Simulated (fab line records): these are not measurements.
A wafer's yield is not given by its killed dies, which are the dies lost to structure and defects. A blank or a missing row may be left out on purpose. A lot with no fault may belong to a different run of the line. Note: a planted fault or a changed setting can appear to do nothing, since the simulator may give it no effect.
Which of the tools did it? :: flow n5_finfet :: 72 wafers from 24 lots sampled at 5 of the route's 1938 steps

WHAT EACH GAUGE READ, for each wafer
N5_BEOL_M12_OCD_MEAS_35. Usual: trench_depth_nm 319 nm, standard deviation 5.3.
lot: L074
measured: day 10 19:38
on: ocd-02
trench_depth_nm (nm): 322 313 322
flag: 

lot: L075
measured: day 10 21:07
on: ocd-02
trench_depth_nm (nm): 325 326 328
flag: 

lot: L076
measured: day 11 02:03
on: ocd-01
trench_depth_nm (nm): 328 310 309
flag: 

lot: L077
measured: day 11 02:41
on: ocd-02
trench_depth_nm (nm): 315 322 318
flag: 

lot: L079
measured: day 11 14:48
on: ocd-02
trench_depth_nm (nm): 320 326 324
flag: 

lot: L078
measured: day 11 15:10
on: ocd-02
trench_depth_nm (nm): 325 309 310
flag: 

lot: L080
measured: day 12 00:19
on: ocd-01
trench_depth_nm (nm): 310 324 323
flag: 

lot: L081
measured: day 12 05:02
on: ocd-02
trench_depth_nm (nm): 316 323 317
flag: 

lot: L082
measured: day 12 07:56
on: ocd-01
trench_depth_nm (nm): 316 313 316
flag: 

lot: L083
measured: day 12 19:46
on: ocd-02
trench_depth_nm (nm): 313 317 330
flag: 

lot: L085
measured: day 12 23:46
on: ocd-02
trench_depth_nm (nm): 316 323 324
flag: 

lot: L084
measured: day 13 00:40
on: ocd-02
trench_depth_nm (nm): 317 312 309
flag: 

lot: L086
measured: day 13 22:45
on: ocd-02
trench_depth_nm (nm): 321 317 318
flag: 

lot: L087
measured: day 14 03:26
on: ocd-02
trench_depth_nm (nm): 331 314 327
flag: 

lot: L089
measured: day 14 08:34
on: ocd-02
trench_depth_nm (nm): 329 328 324
flag: 

lot: L088
measured: day 14 16:35
on: ocd-01
trench_depth_nm (nm): 322 318 321
flag: 

lot: L091
measured: day 14 23:59
on: ocd-01
trench_depth_nm (nm): 318 324 310
flag: 

lot: L090
measured: day 15 11:11
on: ocd-02
trench_depth_nm (nm): 321 320 322
flag: 

lot: L092
measured: day 16 04:55
on: ocd-01
trench_depth_nm (nm): 319 313 323
flag: 

lot: L093
measured: day 17 00:07
on: ocd-02
trench_depth_nm (nm): 319 318 319
flag: 

lot: L094
measured: day 17 09:13
on: ocd-01
trench_depth_nm (nm): 324 325 328
flag: 

lot: L096
measured: day 17 10:36
on: ocd-02
trench_depth_nm (nm): 321 324 326
flag: 

lot: L097
measured: day 18 09:27
on: ocd-01
trench_depth_nm (nm): 319 314 317
flag: 

lot: L095
measured: day 18 19:33
on: ocd-01
trench_depth_nm (nm): 323 316 324
flag: 

WHICH TOOL RAN EACH LOT (tool, then ch and the chambers of the sampled wafers, then the start)
lot: L074
N5_BEOL_M11_DESCUM_33: rie_diel-06 ch 0,1,3, day 10 11:12
N5_BEOL_M11_DEGAS_44: pvd_sputter-01, day 10 14:55
N5_BEOL_M11_PRE_CLEAN_45: pvd_sputter-01, day 10 14:57
N5_BEOL_M12_VIA_ETCH_16: rie_diel-03 ch 0,2,3, day 10 17:40

lot: L075
N5_BEOL_M11_DESCUM_33: rie_diel-06 ch 0,1,2, day 10 14:46
N5_BEOL_M11_DEGAS_44: pvd_sputter-01, day 10 15:59
N5_BEOL_M11_PRE_CLEAN_45: pvd_sputter-01, day 10 16:02
N5_BEOL_M12_VIA_ETCH_16: rie_diel-03 ch 1,2,3, day 10 19:41

lot: L076
N5_BEOL_M11_DESCUM_33: rie_diel-06 ch 0,2, day 10 20:31
N5_BEOL_M11_DEGAS_44: pvd_sputter-01, day 10 21:32
N5_BEOL_M11_PRE_CLEAN_45: pvd_sputter-01, day 10 21:35
N5_BEOL_M12_VIA_ETCH_16: rie_diel-03 ch 0,1,3, day 11 00:32

lot: L077
N5_BEOL_M11_DESCUM_33: rie_diel-04 ch 0,2, day 10 20:58
N5_BEOL_M11_DEGAS_44: pvd_sputter-03, day 10 22:14
N5_BEOL_M11_PRE_CLEAN_45: pvd_sputter-03, day 10 22:17
N5_BEOL_M12_VIA_ETCH_16: rie_diel-03 ch 0,1,2, day 11 01:06

lot: L079
N5_BEOL_M11_DESCUM_33: rie_diel-06 ch 2,3, day 11 09:40
N5_BEOL_M11_DEGAS_44: pvd_sputter-01, day 11 10:43
N5_BEOL_M11_PRE_CLEAN_45: pvd_sputter-01, day 11 10:45
N5_BEOL_M12_VIA_ETCH_16: rie_diel-03 ch 0,1, day 11 13:20

lot: L078
N5_BEOL_M11_DESCUM_33: rie_diel-06 ch 1,2, day 11 10:08
N5_BEOL_M11_DEGAS_44: pvd_sputter-02, day 11 11:23
N5_BEOL_M11_PRE_CLEAN_45: pvd_sputter-02, day 11 11:26
N5_BEOL_M12_VIA_ETCH_16: rie_diel-05 ch 0,2, day 11 13:49

lot: L080
N5_BEOL_M11_DESCUM_33: rie_diel-04 ch 1,2,3, day 11 19:02
N5_BEOL_M11_DEGAS_44: pvd_sputter-01, day 11 20:27
N5_BEOL_M11_PRE_CLEAN_45: pvd_sputter-01, day 11 20:29
N5_BEOL_M12_VIA_ETCH_16: rie_diel-01 ch 2,3, day 11 22:50

lot: L081
N5_BEOL_M11_DESCUM_33: rie_diel-06 ch 2,3, day 12 00:02
N5_BEOL_M11_DEGAS_44: pvd_sputter-03, day 12 01:13
N5_BEOL_M11_PRE_CLEAN_45: pvd_sputter-03, day 12 01:16
N5_BEOL_M12_VIA_ETCH_16: rie_diel-05 ch 0,2,3, day 12 03:42

lot: L082
N5_BEOL_M11_DESCUM_33: rie_diel-02 ch 1,3, day 12 01:59
N5_BEOL_M11_DEGAS_44: pvd_sputter-01, day 12 04:01
N5_BEOL_M11_PRE_CLEAN_45: pvd_sputter-01, day 12 04:03
N5_BEOL_M12_VIA_ETCH_16: rie_diel-05 ch 0,1,2, day 12 06:28

lot: L083
N5_BEOL_M11_DESCUM_33: rie_diel-06 ch 0,1, day 12 14:52
N5_BEOL_M11_DEGAS_44: pvd_sputter-01, day 12 15:58
N5_BEOL_M11_PRE_CLEAN_45: pvd_sputter-01, day 12 16:01
N5_BEOL_M12_VIA_ETCH_16: rie_diel-03 ch 0,3, day 12 18:25

lot: L085
N5_BEOL_M11_DESCUM_33: rie_diel-04 ch 0,1, day 12 17:32
N5_BEOL_M11_DEGAS_44: pvd_sputter-01, day 12 18:33
N5_BEOL_M11_PRE_CLEAN_45: pvd_sputter-01, day 12 18:35
N5_BEOL_M12_VIA_ETCH_16: rie_diel-03 ch 0,3, day 12 22:18

lot: L084
N5_BEOL_M11_DESCUM_33: rie_diel-02 ch 0,1,3, day 12 18:10
N5_BEOL_M11_DEGAS_44: pvd_sputter-03, day 12 20:31
N5_BEOL_M11_PRE_CLEAN_45: pvd_sputter-03, day 12 20:33
N5_BEOL_M12_VIA_ETCH_16: rie_diel-01 ch 2,3, day 12 22:55

lot: L086
N5_BEOL_M11_DESCUM_33: rie_diel-04 ch 1,3, day 13 17:49
N5_BEOL_M11_DEGAS_44: pvd_sputter-01, day 13 18:56
N5_BEOL_M11_PRE_CLEAN_45: pvd_sputter-01, day 13 18:59
N5_BEOL_M12_VIA_ETCH_16: rie_diel-03 ch 1,2, day 13 21:17

lot: L087
N5_BEOL_M11_DESCUM_33: rie_diel-04 ch 0,1,3, day 13 21:44
N5_BEOL_M11_DEGAS_44: pvd_sputter-02, day 13 22:54
N5_BEOL_M11_PRE_CLEAN_45: pvd_sputter-02, day 13 22:56
N5_BEOL_M12_VIA_ETCH_16: rie_diel-05 ch 0,1,2, day 14 02:02

lot: L089
N5_BEOL_M11_DESCUM_33: rie_diel-04 ch 0,1,3, day 14 02:44
N5_BEOL_M11_DEGAS_44: pvd_sputter-03, day 14 03:46
N5_BEOL_M11_PRE_CLEAN_45: pvd_sputter-03, day 14 03:48
N5_BEOL_M12_VIA_ETCH_16: rie_diel-05 ch 0,1,2, day 14 07:01

lot: L088
N5_BEOL_M11_DESCUM_33: rie_diel-02 ch 0,1,3, day 14 11:38
N5_BEOL_M11_DEGAS_44: pvd_sputter-03, day 14 12:56
N5_BEOL_M11_PRE_CLEAN_45: pvd_sputter-03, day 14 12:59
N5_BEOL_M12_VIA_ETCH_16: rie_diel-01 ch 0,1,2, day 14 15:15

lot: L091
N5_BEOL_M11_DESCUM_33: rie_diel-02 ch 0,1,2, day 14 17:13
N5_BEOL_M11_DEGAS_44: pvd_sputter-01, day 14 18:17
N5_BEOL_M11_PRE_CLEAN_45: pvd_sputter-01, day 14 18:19
N5_BEOL_M12_VIA_ETCH_16: rie_diel-01 ch 0,1,3, day 14 22:20

lot: L090
N5_BEOL_M11_DESCUM_33: rie_diel-04 ch 0,1,3, day 15 05:07
N5_BEOL_M11_DEGAS_44: pvd_sputter-01, day 15 06:10
N5_BEOL_M11_PRE_CLEAN_45: pvd_sputter-01, day 15 06:13
N5_BEOL_M12_VIA_ETCH_16: rie_diel-05 ch 0,1,2, day 15 09:43

lot: L092
N5_BEOL_M11_DESCUM_33: rie_diel-02 ch 1,2,3, day 15 23:26
N5_BEOL_M11_DEGAS_44: pvd_sputter-02, day 16 00:45
N5_BEOL_M11_PRE_CLEAN_45: pvd_sputter-02, day 16 00:47
N5_BEOL_M12_VIA_ETCH_16: rie_diel-03 ch 0,2, day 16 03:22

lot: L093
N5_BEOL_M11_DESCUM_33: rie_diel-04 ch 2,3, day 16 18:14
N5_BEOL_M11_DEGAS_44: pvd_sputter-01, day 16 19:24
N5_BEOL_M11_PRE_CLEAN_45: pvd_sputter-01, day 16 19:26
N5_BEOL_M12_VIA_ETCH_16: rie_diel-03 ch 0,1,3, day 16 22:46

lot: L094
N5_BEOL_M11_DESCUM_33: rie_diel-02 ch 1,3, day 17 03:56
N5_BEOL_M11_DEGAS_44: pvd_sputter-01, day 17 04:56
N5_BEOL_M11_PRE_CLEAN_45: pvd_sputter-01, day 17 04:59
N5_BEOL_M12_VIA_ETCH_16: rie_diel-03 ch 0,1,3, day 17 07:40

lot: L096
N5_BEOL_M11_DESCUM_33: rie_diel-04 ch 0,1, day 17 04:14
N5_BEOL_M11_DEGAS_44: pvd_sputter-01, day 17 05:20
N5_BEOL_M11_PRE_CLEAN_45: pvd_sputter-01, day 17 05:23
N5_BEOL_M12_VIA_ETCH_16: rie_diel-05 ch 0,3, day 17 09:16

lot: L097
N5_BEOL_M11_DESCUM_33: rie_diel-04 ch 2, day 18 02:26
N5_BEOL_M11_DEGAS_44: pvd_sputter-03, day 18 03:43
N5_BEOL_M11_PRE_CLEAN_45: pvd_sputter-03, day 18 03:46
N5_BEOL_M12_VIA_ETCH_16: rie_diel-05 ch 2,3, day 18 08:07

lot: L095
N5_BEOL_M11_DESCUM_33: rie_diel-02 ch 0,1,2, day 18 12:13
N5_BEOL_M11_DEGAS_44: pvd_sputter-03, day 18 13:27
N5_BEOL_M11_PRE_CLEAN_45: pvd_sputter-03, day 18 13:29
N5_BEOL_M12_VIA_ETCH_16: rie_diel-01 ch 2,3, day 18 18:13
- N5_BEOL_M11_DESCUM_33: chemistry O2, time 7.9 s.
- N5_BEOL_M11_DEGAS_44: time 60 s.
- N5_BEOL_M11_PRE_CLEAN_45: time 30 s.
- N5_BEOL_M12_VIA_ETCH_16: etches SiOC in C4F8/O2/Ar, target depth 724.8 nm.

AS READ BY THE TOOLS THEMSELVES (means over the sampled wafers that have a number; for cases with no such wafer, the mark the record gives instead)
N5_BEOL_M11_DESCUM_33. Usual: drypump_motor_current_A 5.5 A, standard deviation 0.48; oes_product_au 0.77 a.u., standard deviation 0.069; rf_vpp_V 243.2 V, standard deviation 1.1; showerhead_plenum_p_Torr 2.10 Torr, standard deviation 0.054; throttle_valve_pct 20.50 %, standard deviation 0.2.
lot: L074
tool: rie_diel-06
drypump_motor_current_A (A): 5.5
oes_product_au (a.u.): 0.78
rf_vpp_V (V): 243.1
showerhead_plenum_p_Torr (Torr): 2.09
throttle_valve_pct (%): 20.37
flag: 

lot: L075
tool: rie_diel-06
drypump_motor_current_A (A): 5.4
oes_product_au (a.u.): 0.72
rf_vpp_V (V): 243.3
showerhead_plenum_p_Torr (Torr): 2.11
throttle_valve_pct (%): 20.56
flag: 

lot: L076
tool: rie_diel-06
drypump_motor_current_A (A): 5.5
oes_product_au (a.u.): 0.72
rf_vpp_V (V): 242.9
showerhead_plenum_p_Torr (Torr): 2.08
throttle_valve_pct (%): 20.63
flag: 

lot: L077
tool: rie_diel-04
drypump_motor_current_A (A): 5.0
oes_product_au (a.u.): 0.82
rf_vpp_V (V): 242.6
showerhead_plenum_p_Torr (Torr): 2.05
throttle_valve_pct (%): 20.48
flag: 

lot: L079
tool: rie_diel-06
drypump_motor_current_A (A): 6.0
oes_product_au (a.u.): 0.79
rf_vpp_V (V): 242.8
showerhead_plenum_p_Torr (Torr): 2.08
throttle_valve_pct (%): 20.65
flag: 

lot: L078
tool: rie_diel-06
drypump_motor_current_A (A): 5.7
oes_product_au (a.u.): 0.73
rf_vpp_V (V): 243.2
showerhead_plenum_p_Torr (Torr): 2.12
throttle_valve_pct (%): 20.79
flag: 

lot: L080
tool: rie_diel-04
drypump_motor_current_A (A): 5.5
oes_product_au (a.u.): 0.78
rf_vpp_V (V): 242.6
showerhead_plenum_p_Torr (Torr): 2.12
throttle_valve_pct (%): 20.53
flag: 

lot: L081
tool: rie_diel-06
drypump_motor_current_A (A): 6.0
oes_product_au (a.u.): 0.79
rf_vpp_V (V): 242.7
showerhead_plenum_p_Torr (Torr): 2.08
throttle_valve_pct (%): 20.66
flag: 

lot: L082
tool: rie_diel-02
drypump_motor_current_A (A): 5.2
oes_product_au (a.u.): 0.73
rf_vpp_V (V): 243.7
showerhead_plenum_p_Torr (Torr): 2.14
throttle_valve_pct (%): 20.35
flag: 

lot: L083
tool: rie_diel-06
drypump_motor_current_A (A): 5.1
oes_product_au (a.u.): 0.86
rf_vpp_V (V): 242.0
showerhead_plenum_p_Torr (Torr): 2.09
throttle_valve_pct (%): 20.11
flag: 

lot: L085
tool: rie_diel-04
drypump_motor_current_A (A): 5.4
oes_product_au (a.u.): 0.75
rf_vpp_V (V): 243.8
showerhead_plenum_p_Torr (Torr): 2.12
throttle_valve_pct (%): 20.42
flag: 

lot: L084
tool: rie_diel-02
drypump_motor_current_A (A): 5.3
oes_product_au (a.u.): 0.73
rf_vpp_V (V): 243.1
showerhead_plenum_p_Torr (Torr): 2.11
throttle_valve_pct (%): 20.48
flag: 

lot: L086
tool: rie_diel-04
drypump_motor_current_A (A): 5.8
oes_product_au (a.u.): 0.74
rf_vpp_V (V): 243.6
showerhead_plenum_p_Torr (Torr): 2.17
throttle_valve_pct (%): 20.52
flag: 

lot: L087
tool: rie_diel-04
drypump_motor_current_A (A): 5.5
oes_product_au (a.u.): 0.76
rf_vpp_V (V): 243.8
showerhead_plenum_p_Torr (Torr): 2.14
throttle_valve_pct (%): 20.48
flag: 

lot: L089
tool: rie_diel-04
drypump_motor_current_A (A): 5.5
oes_product_au (a.u.): 0.76
rf_vpp_V (V): 244.3
showerhead_plenum_p_Torr (Torr): 2.14
throttle_valve_pct (%): 20.49
flag: 

lot: L088
tool: rie_diel-02
drypump_motor_current_A (A): 5.4
oes_product_au (a.u.): 0.72
rf_vpp_V (V): 243.6
showerhead_plenum_p_Torr (Torr): 2.10
throttle_valve_pct (%): 20.51
flag: 

lot: L091
tool: rie_diel-02
drypump_motor_current_A (A): 5.8
oes_product_au (a.u.): 0.76
rf_vpp_V (V): 242.5
showerhead_plenum_p_Torr (Torr): 2.09
throttle_valve_pct (%): 20.53
flag: 

lot: L090
tool: rie_diel-04
drypump_motor_current_A (A): 5.5
oes_product_au (a.u.): 0.75
rf_vpp_V (V): 243.4
showerhead_plenum_p_Torr (Torr): 2.13
throttle_valve_pct (%): 20.49
flag: 

lot: L092
tool: rie_diel-02
drypump_motor_current_A (A): 5.7
oes_product_au (a.u.): 0.77
rf_vpp_V (V): 243.4
showerhead_plenum_p_Torr (Torr): 2.12
throttle_valve_pct (%): 20.42
flag: 

lot: L093
tool: rie_diel-04
drypump_motor_current_A (A): 5.1
oes_product_au (a.u.): 0.78
rf_vpp_V (V): 243.1
showerhead_plenum_p_Torr (Torr): 2.06
throttle_valve_pct (%): 20.59
flag: 

lot: L094
tool: rie_diel-02
drypump_motor_current_A (A): 5.5
oes_product_au (a.u.): 0.73
rf_vpp_V (V): 242.3
showerhead_plenum_p_Torr (Torr): 2.10
throttle_valve_pct (%): 20.41
flag: 

lot: L096
tool: rie_diel-04
drypump_motor_current_A (A): 5.8
oes_product_au (a.u.): 0.72
rf_vpp_V (V): 243.8
showerhead_plenum_p_Torr (Torr): 2.14
throttle_valve_pct (%): 20.49
flag: 

lot: L097
tool: rie_diel-04
drypump_motor_current_A (A): 5.0
oes_product_au (a.u.): 0.78
rf_vpp_V (V): 241.8
showerhead_plenum_p_Torr (Torr): 2.01
throttle_valve_pct (%): 20.62
flag: 

lot: L095
tool: rie_diel-02
drypump_motor_current_A (A): 5.8
oes_product_au (a.u.): 0.83
rf_vpp_V (V): 243.1
showerhead_plenum_p_Torr (Torr): 2.09
throttle_valve_pct (%): 20.42
flag: 

N5_BEOL_M11_DEGAS_44. Usual: heater_power_w 332 W, standard deviation 26.
lot: L074
tool: pvd_sputter-01
heater_power_w (W): 324
flag: 

lot: L075
tool: pvd_sputter-01
heater_power_w (W): 318
flag: 

lot: L076
tool: pvd_sputter-01
heater_power_w (W): 320
flag: 

lot: L077
tool: pvd_sputter-03
heater_power_w (W): 359
flag: 

lot: L079
tool: pvd_sputter-01
heater_power_w (W): 320
flag: 

lot: L078
tool: pvd_sputter-02
heater_power_w (W): 316
flag: 

lot: L080
tool: pvd_sputter-01
heater_power_w (W): 319
flag: 

lot: L081
tool: pvd_sputter-03
heater_power_w (W): 359
flag: 

lot: L082
tool: pvd_sputter-01
heater_power_w (W): 316
flag: 

lot: L083
tool: pvd_sputter-01
heater_power_w (W): 318
flag: 

lot: L085
tool: pvd_sputter-01
heater_power_w (W): 323
flag: 

lot: L084
tool: pvd_sputter-03
heater_power_w (W): 385
flag: 

lot: L086
tool: pvd_sputter-01
heater_power_w (W): 321
flag: 

lot: L087
tool: pvd_sputter-02
heater_power_w (W): 344
flag: 

lot: L089
tool: pvd_sputter-03
heater_power_w (W): 339
flag: 

lot: L088
tool: pvd_sputter-03
heater_power_w (W): 336
flag: 

lot: L091
tool: pvd_sputter-01
heater_power_w (W): 318
flag: 

lot: L090
tool: pvd_sputter-01
heater_power_w (W): 326
flag: 

lot: L092
tool: pvd_sputter-02
heater_power_w (W): 318
flag: 

lot: L093
tool: pvd_sputter-01
heater_power_w (W): 317
flag: 

lot: L094
tool: pvd_sputter-01
heater_power_w (W): 318
flag: 

lot: L096
tool: pvd_sputter-01
heater_power_w (W): 320
flag: 

lot: L097
tool: pvd_sputter-03
heater_power_w (W): 391
flag: 

lot: L095
tool: pvd_sputter-03
heater_power_w (W): 366
flag: 

N5_BEOL_M11_PRE_CLEAN_45. Usual: heater_power_w 331 W, standard deviation 26.
lot: L074
tool: pvd_sputter-01
heater_power_w (W): 327
flag: 

lot: L075
tool: pvd_sputter-01
heater_power_w (W): 322
flag: 

lot: L076
tool: pvd_sputter-01
heater_power_w (W): 309
flag: 

lot: L077
tool: pvd_sputter-03
heater_power_w (W): 360
flag: 

lot: L079
tool: pvd_sputter-01
heater_power_w (W): 316
flag: 

lot: L078
tool: pvd_sputter-02
heater_power_w (W): 310
flag: 

lot: L080
tool: pvd_sputter-01
heater_power_w (W): 313
flag: 

lot: L081
tool: pvd_sputter-03
heater_power_w (W): 361
flag: 

lot: L082
tool: pvd_sputter-01
heater_power_w (W): 317
flag: 

lot: L083
tool: pvd_sputter-01
heater_power_w (W): 317
flag: 

lot: L085
tool: pvd_sputter-01
heater_power_w (W): 316
flag: 

lot: L084
tool: pvd_sputter-03
heater_power_w (W): 381
flag: 

lot: L086
tool: pvd_sputter-01
heater_power_w (W): 322
flag: 

lot: L087
tool: pvd_sputter-02
heater_power_w (W): 346
flag: 

lot: L089
tool: pvd_sputter-03
heater_power_w (W): 347
flag: 

lot: L088
tool: pvd_sputter-03
heater_power_w (W): 333
flag: 

lot: L091
tool: pvd_sputter-01
heater_power_w (W): 315
flag: 

lot: L090
tool: pvd_sputter-01
heater_power_w (W): 319
flag: 

lot: L092
tool: pvd_sputter-02
heater_power_w (W): 315
flag: 

lot: L093
tool: pvd_sputter-01
heater_power_w (W): 322
flag: 

lot: L094
tool: pvd_sputter-01
heater_power_w (W): 317
flag: 

lot: L096
tool: pvd_sputter-01
heater_power_w (W): 322
flag: 

lot: L097
tool: pvd_sputter-03
heater_power_w (W): 381
flag: 

lot: L095
tool: pvd_sputter-03
heater_power_w (W): 357
flag: 

N5_BEOL_M12_VIA_ETCH_16. Usual: drypump_motor_current_A 5.8 A, standard deviation 0.42; he_outer_torr 30.00 Torr, standard deviation 0.056; oes_product_au 0.75 a.u., standard deviation 0.092; rf_vpp_V 666 V, standard deviation 3.6; showerhead_plenum_p_Torr 3.44 Torr, standard deviation 0.13; throttle_valve_pct 24.13 %, standard deviation 0.29.
lot: L074
tool: rie_diel-03
drypump_motor_current_A (A): 5.5
he_outer_torr (Torr): 30.00
oes_product_au (a.u.): 0.71
rf_vpp_V (V): 664
showerhead_plenum_p_Torr (Torr): 3.38
throttle_valve_pct (%): 24.37
flag: 

lot: L075
tool: rie_diel-03
drypump_motor_current_A (A): 5.5
he_outer_torr (Torr): 30.03
oes_product_au (a.u.): 0.79
rf_vpp_V (V): 663
showerhead_plenum_p_Torr (Torr): 3.33
throttle_valve_pct (%): 24.09
flag: 

lot: L076
tool: rie_diel-03
drypump_motor_current_A (A): 5.8
he_outer_torr (Torr): 29.94
oes_product_au (a.u.): 0.70
rf_vpp_V (V): 664
showerhead_plenum_p_Torr (Torr): 3.37
throttle_valve_pct (%): 24.15
flag: 

lot: L077
tool: rie_diel-03
drypump_motor_current_A (A): 5.8
he_outer_torr (Torr): 29.99
oes_product_au (a.u.): 0.78
rf_vpp_V (V): 665
showerhead_plenum_p_Torr (Torr): 3.41
throttle_valve_pct (%): 24.07
flag: 

lot: L079
tool: rie_diel-03
drypump_motor_current_A (A): 6.1
he_outer_torr (Torr): 30.05
oes_product_au (a.u.): 0.77
rf_vpp_V (V): 665
showerhead_plenum_p_Torr (Torr): 3.40
throttle_valve_pct (%): 23.87
flag: 

lot: L078
tool: rie_diel-05
drypump_motor_current_A (A): 6.1
he_outer_torr (Torr): 29.98
oes_product_au (a.u.): 0.78
rf_vpp_V (V): 670
showerhead_plenum_p_Torr (Torr): 3.59
throttle_valve_pct (%): 24.02
flag: 

lot: L080
tool: rie_diel-01
drypump_motor_current_A (A): 5.6
he_outer_torr (Torr): 29.96
oes_product_au (a.u.): 0.78
rf_vpp_V (V): 669
showerhead_plenum_p_Torr (Torr): 3.50
throttle_valve_pct (%): 24.19
flag: 

lot: L081
tool: rie_diel-05
drypump_motor_current_A (A): 6.1
he_outer_torr (Torr): 29.95
oes_product_au (a.u.): 0.70
rf_vpp_V (V): 666
showerhead_plenum_p_Torr (Torr): 3.45
throttle_valve_pct (%): 24.11
flag: 

lot: L082
tool: rie_diel-05
drypump_motor_current_A (A): 5.9
he_outer_torr (Torr): 30.02
oes_product_au (a.u.): 0.78
rf_vpp_V (V): 668
showerhead_plenum_p_Torr (Torr): 3.49
throttle_valve_pct (%): 24.07
flag: 

lot: L083
tool: rie_diel-03
drypump_motor_current_A (A): 5.9
he_outer_torr (Torr): 30.04
oes_product_au (a.u.): 0.61
rf_vpp_V (V): 665
showerhead_plenum_p_Torr (Torr): 3.41
throttle_valve_pct (%): 24.45
flag: 

lot: L085
tool: rie_diel-03
drypump_motor_current_A (A): 5.5
he_outer_torr (Torr): 30.00
oes_product_au (a.u.): 0.62
rf_vpp_V (V): 663
showerhead_plenum_p_Torr (Torr): 3.33
throttle_valve_pct (%): 24.45
flag: 

lot: L084
tool: rie_diel-01
drypump_motor_current_A (A): 5.6
he_outer_torr (Torr): 30.05
oes_product_au (a.u.): 0.77
rf_vpp_V (V): 667
showerhead_plenum_p_Torr (Torr): 3.50
throttle_valve_pct (%): 24.20
flag: 

lot: L086
tool: rie_diel-03
drypump_motor_current_A (A): 5.5
he_outer_torr (Torr): 29.98
oes_product_au (a.u.): 0.82
rf_vpp_V (V): 664
showerhead_plenum_p_Torr (Torr): 3.36
throttle_valve_pct (%): 24.06
flag: 

lot: L087
tool: rie_diel-05
drypump_motor_current_A (A): 5.9
he_outer_torr (Torr): 29.98
oes_product_au (a.u.): 0.75
rf_vpp_V (V): 668
showerhead_plenum_p_Torr (Torr): 3.49
throttle_valve_pct (%): 24.08
flag: 

lot: L089
tool: rie_diel-05
drypump_motor_current_A (A): 5.9
he_outer_torr (Torr): 30.00
oes_product_au (a.u.): 0.75
rf_vpp_V (V): 668
showerhead_plenum_p_Torr (Torr): 3.49
throttle_valve_pct (%): 24.10
flag: 

lot: L088
tool: rie_diel-01
drypump_motor_current_A (A): 5.6
he_outer_torr (Torr): 29.97
oes_product_au (a.u.): 0.71
rf_vpp_V (V): 668
showerhead_plenum_p_Torr (Torr): 3.48
throttle_valve_pct (%): 24.09
flag: 

lot: L091
tool: rie_diel-01
drypump_motor_current_A (A): 5.7
he_outer_torr (Torr): 29.96
oes_product_au (a.u.): 0.72
rf_vpp_V (V): 670
showerhead_plenum_p_Torr (Torr): 3.53
throttle_valve_pct (%): 24.29
flag: 

lot: L090
tool: rie_diel-05
drypump_motor_current_A (A): 5.9
he_outer_torr (Torr): 29.98
oes_product_au (a.u.): 0.73
rf_vpp_V (V): 667
showerhead_plenum_p_Torr (Torr): 3.48
throttle_valve_pct (%): 24.11
flag: 

lot: L092
tool: rie_diel-03
drypump_motor_current_A (A): 5.5
he_outer_torr (Torr): 30.03
oes_product_au (a.u.): 0.80
rf_vpp_V (V): 664
showerhead_plenum_p_Torr (Torr): 3.40
throttle_valve_pct (%): 24.22
flag: 

lot: L093
tool: rie_diel-03
drypump_motor_current_A (A): 5.8
he_outer_torr (Torr): 30.01
oes_product_au (a.u.): 0.82
rf_vpp_V (V): 667
showerhead_plenum_p_Torr (Torr): 3.48
throttle_valve_pct (%): 23.96
flag: 

lot: L094
tool: rie_diel-03
drypump_motor_current_A (A): 5.8
he_outer_torr (Torr): 29.97
oes_product_au (a.u.): 0.81
rf_vpp_V (V): 668
showerhead_plenum_p_Torr (Torr): 3.47
throttle_valve_pct (%): 23.96
flag: 

lot: L096
tool: rie_diel-05
drypump_motor_current_A (A): 6.1
he_outer_torr (Torr): 30.02
oes_product_au (a.u.): 0.81
rf_vpp_V (V): 670
showerhead_plenum_p_Torr (Torr): 3.60
throttle_valve_pct (%): 23.84
flag: 

lot: L097
tool: rie_diel-05
drypump_motor_current_A (A): 6.1
he_outer_torr (Torr): 29.95
oes_product_au (a.u.): 0.86
rf_vpp_V (V): 669
showerhead_plenum_p_Torr (Torr): 3.52
throttle_valve_pct (%): 24.02
flag: 

lot: L095
tool: rie_diel-01
drypump_motor_current_A (A): 5.7
he_outer_torr (Torr): 30.05
oes_product_au (a.u.): 0.73
rf_vpp_V (V): 669
showerhead_plenum_p_Torr (Torr): 3.53
throttle_valve_pct (%): 24.45
flag: 

THE ANSWER, worked out from the rows above alone
Rule: a lot is off if the mean of its wafers that have a number lies more than 3 standard deviations from the usual mean. Also off: a lot with no number at a reading for which 4 or more lots have one. All remaining lots with rows at the step are treated as sound. Order of review: gauges by route order, followed by the tools' own readings, for which a lot's mean as printed above is used. At the first step where some lot is off, the reading lying furthest off is the one used; lots without a number count as furthest.
Nothing can be told from this: no lot is off at any reading shown.

WHAT THE SIMULATOR HAD INSERTED
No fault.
